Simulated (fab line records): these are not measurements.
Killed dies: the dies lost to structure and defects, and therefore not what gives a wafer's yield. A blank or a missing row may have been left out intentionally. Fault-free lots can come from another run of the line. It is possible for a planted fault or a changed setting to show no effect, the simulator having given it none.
Which tool was responsible? ; flow n5Finfet ; 11 lots with 32 wafers sampled at 6 steps, on a route of 1938 steps

WHAT THE GAUGES SHOWED, per wafer
N5_BEOL_M4_RC_MEAS_101.
lot;measured;on;DIBL_N (mV/V)
L741;day 10 20:59;prober-02;35.1 39.1 37.9
L742;day 12 07:51;prober-01;33.3 34.5
L744;day 11 20:04;prober-01;39.1 38.2 36.7
L743;day 12 02:29;prober-01;36.3 33.2 36.7
L746;day 13 01:20;prober-02;37.0 38.4 36.7
L751;day 13 15:51;prober-01;33.8 34.2 34.2
L750;day 14 01:37;prober-01;31.5 30.9 30.0
L754;day 15 08:49;prober-02;37.5 32.3 33.1
L755;day 15 11:49;prober-02;36.9 38.7 39.8
L757;day 14 17:44;prober-01;31.4 37.2 36.4
L763;day 16 04:26;prober-02;39.9 36.0 35.4

WHAT TOOL EACH LOT RAN ON (gives the tool, then ch and the chambers of the sampled wafers, and finally the start)
lot;N5_BEOL_M1_SPUTTER_88;N5_BEOL_M1_ANNEAL_89;N5_BEOL_M1_ECD_50;N5_BEOL_M1_CMP_52;N5_BEOL_M1_PRE_CLEAN_60
L741;pvdSputter-03, day 8 05:53;pvdSputter-03, day 8 05:58;ecdCu-02 ch 0, day 8 06:53;cmp-04 ch 2,3, day 8 07:16;cvdCo-01 ch 0,1,2, day 8 07:35
L742;pvdSputter-01, day 8 06:06;pvdSputter-01, day 8 06:11;ecdCu-02 ch 0, day 8 07:05;cmp-04 ch 0,3, day 8 07:40;cvdCo-01 ch 0,1, day 8 07:58
L744;pvdSputter-02, day 8 09:02;pvdSputter-02, day 8 09:07;ecdCu-02 ch 0,1, day 8 10:02;cmp-04 ch 1,2,3, day 8 10:27;cvdCo-02 ch 0,2, day 8 10:44
L743;pvdSputter-03, day 8 09:49;pvdSputter-03, day 8 09:53;ecdCu-01 ch 0,1, day 8 10:48;cmp-03 ch 1,2, day 8 11:11;cvdCo-02 ch 0,1,2, day 8 11:31
L746;pvdSputter-03, day 9 04:53;pvdSputter-03, day 9 04:58;ecdCu-02 ch 0,1, day 9 05:54;cmp-04 ch 0,2,3, day 9 06:20;cvdCo-01 ch 0,1,2, day 9 06:37
L751;pvdSputter-03, day 9 10:56;pvdSputter-03, day 9 11:01;ecdCu-01 ch 0,1, day 9 11:56;cmp-03 ch 0,1,2, day 9 12:23;cvdCo-01 ch 1,2, day 9 12:39
L750;pvdSputter-03, day 9 16:42;pvdSputter-03, day 9 16:47;ecdCu-01 ch 0,1, day 9 17:42;cmp-04 ch 0,3, day 9 18:13;cvdCo-02 ch 0,1, day 9 18:32
L754;pvdSputter-01, day 10 13:25;pvdSputter-01, day 10 13:29;ecdCu-01 ch 0,1, day 10 14:25;cmp-03 ch 0,2,3, day 10 14:52;cvdCo-02 ch 0,2, day 10 15:13
L755;pvdSputter-02, day 10 14:30;pvdSputter-02, day 10 14:35;ecdCu-02 ch 0,1, day 10 15:29;cmp-03 ch 0,3, day 10 15:55;cvdCo-02 ch 0,1,2, day 10 16:14
L757;pvdSputter-01, day 10 23:42;pvdSputter-01, day 10 23:47;ecdCu-02 ch 0,1, day 11 00:43;cmp-04 ch 1,3, day 11 01:29;cvdCo-02 ch 0,1,2, day 11 01:54
L763;pvdSputter-02, day 11 21:56;pvdSputter-02, day 11 22:01;ecdCu-02 ch 0,1, day 11 22:56;cmp-04 ch 1,2,3, day 11 23:24;cvdCo-01 ch 0,1, day 11 23:48
- N5_BEOL_M1_SPUTTER_88: material Cu, target thk 4.5 nm, time 8.29 s.
- N5_BEOL_M1_ANNEAL_89: time 240 s.
- N5_BEOL_M1_ECD_50: material Cu, target thk 300 nm.
- N5_BEOL_M1_CMP_52: polishes, stops on SiOC, t overpolish 6.8 s, target thk 40 nm.
- N5_BEOL_M1_PRE_CLEAN_60: time 15 s.

THE ANSWER, worked out from the rows above alone
Rule: usual is defined by the lots themselves. Put in order of their means at a reading, lots are off if they are a third of the lots or fewer, leave a main group of 4 or more, and stand apart from it by a gap of 3 or more times the standard deviation of the main group's means; of several such gaps the widest counts. Not used: any main group whose means are identical at the precision the tables above print for the reading. Also off: a lot with no number at a reading for which 4 or more lots have one. The other lots that the step has rows for count as sound.
No lot is off at any reading shown: from this, nothing can be told.

WHAT HAD BEEN PUT IN BY THE SIMULATOR
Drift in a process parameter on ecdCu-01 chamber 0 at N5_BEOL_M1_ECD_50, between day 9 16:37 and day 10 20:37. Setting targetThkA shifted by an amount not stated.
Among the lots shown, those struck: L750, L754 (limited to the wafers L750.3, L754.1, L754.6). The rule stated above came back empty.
